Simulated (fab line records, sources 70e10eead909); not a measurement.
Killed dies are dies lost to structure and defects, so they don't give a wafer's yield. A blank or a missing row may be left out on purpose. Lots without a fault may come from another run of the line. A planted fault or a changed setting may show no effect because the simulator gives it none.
Chamber matching | flow nand_harc | NHARC_P_M2_ETCH_35 on rie_diel-10: 4 sister chambers
The step etches the open film in N2/H2, target depth 40 nm, overetch 12 nm, time 43.94 s. 18 wafers are shown with their chamber, then 9 later ones without.

WAFERS WITH THEIR CHAMBER
wafer  | chamber | drypump_motor_current_A (A) | rf_vpp_V (V) | oes_product_au (a.u.)
L075.2 | 3       | 4.8                         | 433.5        | 0.986
L075.4 | 0       | 5.5                         | 430.3        | 0.984
L075.5 | 2       | 5.5                         | 430.5        | 0.983
L076.1 | 2       | 5.6                         | 429.2        | 0.992
L076.2 | 3       | 4.8                         | 432.3        | 0.981
L076.4 | 0       | 5.5                         | 429.2        | 0.984
L078.1 | 0       | 5.6                         | 428.9        | 0.965
L078.3 | 1       | 6.4                         | 432.8        | 0.976
L078.4 | 2       | 5.5                         | 430.8        | 0.989
L079.1 | 0       | 5.5                         | 431.4        | 0.972
L079.2 | 3       | 4.7                         | 430.6        | 0.992
L079.3 | 1       | 6.4                         | 432.6        | 0.991
L083.2 | 3       | 4.7                         | 433.0        | 0.989
L083.3 | 2       | 5.5                         | 431.7        | 0.985
L083.6 | 2       | 5.5                         | 429.6        | 0.988
L084.3 | 1       | 6.4                         | 430.6        | 0.985
L084.5 | 0       | 5.5                         | 430.2        | 0.988
L084.6 | 3       | 4.7                         | 431.1        | 0.983

SIGNATURES (means of the wafers above)
reading                 | chamber 0 | chamber 1 | chamber 2 | chamber 3 | scatter within a chamber
drypump_motor_current_A | 5.520     | 6.400     | 5.520     | 4.740     | 0.0447
rf_vpp_V                | 430.000   | 432.000   | 430.360   | 432.100   | 1.1
oes_product_au          | 0.97860   | 0.98400   | 0.98740   | 0.98620   | 0.00664
Rule: a wafer's distance from a chamber is the root of the sum, over the readings, of the square of ((its reading less the chamber's mean) divided by the reading's scatter). The wafer belongs to the nearest chamber; if the next one is less than 2 further off, it can't be placed. The scatter: the root of (the sum of the squares of (reading less its chamber's mean) over the shown wafers, divided by (wafers less chambers)).

WAFERS WITHOUT THEIR CHAMBER
wafer  | drypump_motor_current_A (A) | rf_vpp_V (V) | oes_product_au (a.u.)
L087.3 | 5.5                         | 430.1        | 1.006
L087.5 | 6.4                         | 431.9        | 0.997
L087.6 | 5.5                         | 430.4        | 1.012
L095.2 | 5.6                         | 431.0        | 1.003
L095.4 | 4.7                         | 432.9        | 0.992
L095.5 | 6.4                         | 433.2        | 0.975
L096.2 | 5.6                         | 430.1        | 1.000
L096.3 | 5.5                         | 429.8        | 0.992
L096.4 | 6.4                         | 431.6        | 0.975

WHICH CHAMBER EACH WENT THROUGH
wafer  | from the rows above     | in truth
L087.3 | can't be placed: 2 or 0 | 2
L087.5 | 1                       | 1
L087.6 | can't be placed: 2 or 0 | 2
L095.2 | can't be placed: 2 or 0 | 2
L095.4 | 3                       | 3
L095.5 | 1                       | 1
L096.2 | can't be placed: 2 or 0 | 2
L096.3 | can't be placed: 2 or 0 | 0
L096.4 | 1                       | 1
Placed correctly: 4 of 9. Can't be placed from these rows: 5 (the true chamber is among the candidates in 5). Placed wrongly: 0.
